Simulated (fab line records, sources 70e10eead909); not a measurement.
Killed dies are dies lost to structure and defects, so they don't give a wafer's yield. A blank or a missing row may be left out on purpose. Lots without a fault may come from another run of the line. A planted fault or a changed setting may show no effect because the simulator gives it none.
A struck lot beside a sound one | flow nand_harc | 15 steps out of a route of 1159
Sound: wafers L234.1, L234.4, L234.6. Struck: wafers L247.1, L247.4, L247.5. The cause comes at the end.
At each step with rows: each side's tool, then ch and its chambers, then its first start. Under that, the readings that differ: sound wafers | struck wafers | difference of the means | sigmas: that difference in standard deviations of wafers without a fault.
alike: readings whose means differ by less than 2 such deviations, and words and numbers that are the same on both sides. not compared: withheld readings, readings that some wafer has no value for, bounds like >300 that may hide the same value, and numbers for which the record gives no deviation and whose values overlap.
The two part at a step that has a row with sigmas, a row that says differs or no value, or rows on one side only. Numbers that don't overlap but have no deviation are shown without sigmas and don't part them. A reading that every wafer of one side lacks parts them only if that side has two wafers or more.

first, 7 steps without rows for these wafers: NHARC_P_ZERO_WELL_HMDS_17 (time 30 s); NHARC_P_ZERO_WELL_COAT_18; NHARC_P_ZERO_WELL_SOFTBAKE_19 (time 95 s); NHARC_P_ZERO_WELL_EBR_20; NHARC_P_ZERO_WELL_EXPOSE_21 (exposes mask P NWELL, target cd 720 nm); NHARC_P_ZERO_WELL_PEB_22 (peb time 85 s); NHARC_P_ZERO_WELL_DEVELOP_23 (time 70 s).
NHARC_P_ZERO_WELL_CD_MEAS_24: target cd 720 nm.
  sound on cd_sem-01 ch 0, day 2 14:31; struck on cd_sem-02 ch 0, day 5 20:36
  alike: cd_nm
then, 1 step without rows for these wafers: NHARC_P_ZERO_WELL_HARDBAKE_25 (time 80 s).
NHARC_P_ZERO_WELL_DESCUM_26: chemistry O2, time 3 s.
  sound on rie_diel-10 ch 0,2, day 2 14:41; struck on rie_diel-02 ch 1,2,3, day 5 20:46
  alike: drypump_motor_current_A, oes_product_au, rf_vpp_V, showerhead_plenum_p_Torr, throttle_valve_pct
  not compared: rf_hours_counter_h
then, 2 steps without rows for these wafers: NHARC_P_ZERO_WELL_IMPLANT_27; NHARC_P_ZERO_WELL_IMPLANT_57.
NHARC_P_ZERO_WELL_IMPLANT_58:
  sound on implanter-02 ch 0, day 2 15:11; struck on implanter-01, day 5 21:16
  no value came back on the struck wafers for beam_energy_keV, beam_on_s (s), end_station_pressure_torr (Torr), tilt_deg (degrees); on the sound wafers beam_energy_keV reads 100.01 100.03 99.997
then, 1 step without rows for these wafers: NHARC_P_ZERO_WELL_STRIP_28 (strips in SPM, time 840 s).
-- the record jumps here: 18 days lie between the struck wafers' starts before and after (it left off in module P_ZERO_WELL and takes up again in module END, whose first step shown is number 1159 of the route) --
NHARC_END_SORT_01:
  sound on prober-01 ch 0, day 20 07:35; struck on prober-02 ch 0, day 23 22:56
  reading             | sound    | struck      | difference | sigmas
  killed_at_periphery | 3 4 8    | 660 665 661 | +657       | +99 or more
  killed_dies         | 11 20 22 | 677 677 677 | +659       | +74
  alike: killed_at_array, killed_at_other, killed_open, killed_short

WHERE THEY PART
First at NHARC_P_ZERO_WELL_IMPLANT_58; last, within this record, at NHARC_END_SORT_01.

WHY: what the simulator had put in
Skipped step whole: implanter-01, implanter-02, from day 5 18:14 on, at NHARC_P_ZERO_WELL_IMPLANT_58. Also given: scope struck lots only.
